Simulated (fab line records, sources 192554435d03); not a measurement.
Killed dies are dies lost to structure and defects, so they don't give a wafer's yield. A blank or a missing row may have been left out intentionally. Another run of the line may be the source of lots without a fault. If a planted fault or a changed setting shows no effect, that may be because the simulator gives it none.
8D (eight disciplines) problem report, filled in by code + flow n5 finfet + the parts of the form that need people (team, actions taken, sign-off) are left out

1. PROBLEM STATEMENT
plate temp C at N5_BEOL_M15_COAT_56 reads a mean of 241.41 C on 6 wafers of 2 lots; wafers without a fault read 249.98 C with a standard deviation of 0.15. Measured from the usual mean, that is -57 standard deviations.
The step: time 60 s, resist thk 550 nm.
Earliest sighting: wafer L159.1 on litho track-01 at day 14 18:31. The record has a number at this step for 32 wafers belonging to 11 lots. The rule behind "out" and "out of limits": a value lying over 4 standard deviations away from the usual mean. The other wafers with a number count as sound.

2. WHAT IT IS AND WHAT IT IS NOT
| question                    | is                                 | is not                                                                          |
|-----------------------------|------------------------------------|---------------------------------------------------------------------------------|
| which readings at this step | plate temp C, heater power total W | spin speed rpm                                                                  |
| which lots                  | L159, L160                         | L147, L148, L149, L151, L152, L156, L163, L168, L169                            |
| which wafers of those lots  | all that have a number             | -                                                                               |
| read on which tools         | litho track-01                     | litho track-02, litho track-03                                                  |
| when                        | from day 14 18:31                  | up to then (18 sound wafers); but 8 sound wafers of L163, L168, L169 came after |

3. THE SUSPECTS, EACH WITH WHAT RULES IT OUT
Counting: a tool stays on the suspect list if, at a process step up to the reading, it processed all lots that are out and no sound lot following the first of them.
- rie diel-01 at N5_BEOL_M15_STRIP_63 (strips in O2): ruled out as a lasting fault. The sound lots L169 went through it after L159, its earliest lot that is out (day 14 18:31). With no start given for some of its lots, N5_BEOL_M15_STRIP_63 uses the hours and lot order of N5_BEOL_M15_COAT_56.
- litho track-01 at N5_BEOL_M15_COAT_56 (time 60 s, resist thk 550 nm): kept. All lots that are out passed through it, beginning with L159 at day 14 18:31, and no sound lot followed; its final sound lot before that point was L156 at day 13 12:41. Its own heater power total W, plate temp C readings are out on those wafers.
After counting, what remains is litho track-01 at N5_BEOL_M15_COAT_56.

4. THE CAUSE (what the simulator had put in)
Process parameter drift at N5_BEOL_M15_COAT_56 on litho track-01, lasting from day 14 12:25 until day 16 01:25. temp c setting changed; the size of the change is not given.
Only this tool survived the counting.

5. THE CHAIN OF EFFECTS, in route order
One row per reading whose mean, taken over the struck wafers that have a number, lies over 3 standard deviations from the usual. Only readings whose record carries a usual standard deviation are examined. hours: median over the lots of the time between each lot's start at the first step of this table that gives one and its start at this step. sigmas: the change, counted in usual standard deviations.
| hours | step                | reading              | usual    | on struck wafers | change | sigmas |
|-------|---------------------|----------------------|----------|------------------|--------|--------|
| 0     | N5_BEOL_M15_COAT_56 | heater power total W | 500.3 W  | 478.3            | -22.0  | -13    |
| 0     | N5_BEOL_M15_COAT_56 | plate temp C         | 249.98 C | 241.41           | -8.57  | -57    |
It contains these process steps:
- N5_BEOL_M15_COAT_56: time 60 s, resist thk 550 nm.
Later measuring or inspecting steps at which every struck wafer that the step has a row for has a number for every such reading, and none has moved that far: N5_BEOL_M15_OVL_MEAS_29.

6. WHAT WOULD HAVE CAUGHT IT SOONER
In this record no reading fell out of limits until day 14 18:31, 6 hours after the fault had begun at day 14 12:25.
